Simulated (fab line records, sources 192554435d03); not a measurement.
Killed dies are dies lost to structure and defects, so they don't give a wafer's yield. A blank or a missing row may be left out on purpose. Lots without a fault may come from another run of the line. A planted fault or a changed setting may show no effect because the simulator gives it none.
Which tool did it? | flow n5_finfet | 24 lots, 72 wafers sampled, at 1 step of a route of 1938

WHAT THE GAUGES READ, wafer by wafer
N5_BEOL_M14_OVL_MEAS_11. Usual: V13_OVL 1 nm, standard deviation 6.3.
lot  | measured     | on         | V13_OVL (nm) | flag
L075 | day 13 02:43 | overlay-01 | -5 -3 -9     |
L074 | day 13 03:46 | overlay-02 | 5 3 3        |
L076 | day 13 08:25 | overlay-02 | 0 2 5        |
L077 | day 13 23:44 | overlay-02 | -8 -2 -10    |
L078 | day 14 08:41 | overlay-02 | -16 -6 -1    |
L080 | day 14 10:13 | overlay-01 | 0 -1 -5      |
L079 | day 14 12:28 | overlay-02 | 8 3 4        |
L081 | day 14 13:17 | overlay-02 | 7 1 -6       |
L083 | day 14 20:04 | overlay-02 | 7 10 -1      |
L082 | day 15 12:31 | overlay-01 | -1 -9 -3     |
L086 | day 15 18:19 | overlay-01 | 5 5 10       |
L084 | day 15 22:28 | overlay-01 | 4 4 9        |
L089 | day 15 23:38 | overlay-01 | -6 -3 -3     |
L087 | day 16 06:28 | overlay-02 | -5 1 1       |
L088 | day 16 14:11 | overlay-01 | 2 6 5        |
L085 | day 16 16:52 | overlay-02 | -1 4 9       |
L093 | day 16 23:46 | overlay-01 | 7 6 0        |
L091 | day 17 01:37 | overlay-01 | 13 18 9      |
L096 | day 17 08:51 | overlay-01 | 2 2 -3       |
L092 | day 17 21:29 | overlay-01 | 7 -2 -1      |
L094 | day 18 00:37 | overlay-01 | -2 -6 -9     |
L095 | day 18 14:43 | overlay-01 | -6 -3 -8     |
L090 | day 18 15:16 | overlay-01 | 8 0 9        |
L097 | day 19 13:01 | overlay-02 | 4 2 7        |

WHICH TOOL RAN EACH LOT (tool, then ch and the chambers of the sampled wafers, then the start)
The record holds no process step before these readings.

WHAT THE TOOLS THEMSELVES READ (means of the sampled wafers that have a number; where no wafer has one, the mark that the record gives instead)
The record holds no such reading with a usual standard deviation.

THE ANSWER, worked out from the rows above alone
Rule: a lot is off if the mean of its wafers that have a number lies more than 3 standard deviations from the usual mean. A lot without any number at a reading at which 4 lots or more have one is off too. The other lots that the step has rows for count as sound. The gauges are gone through in route order, then the tools' own readings, and for those a lot's mean is taken as printed above. The first step at which some lot is off is used, and at that step the reading that is off furthest; a lot without a number counts as furthest.
No lot is off at any reading shown: from this, nothing can be told.

WHAT THE SIMULATOR HAD PUT IN
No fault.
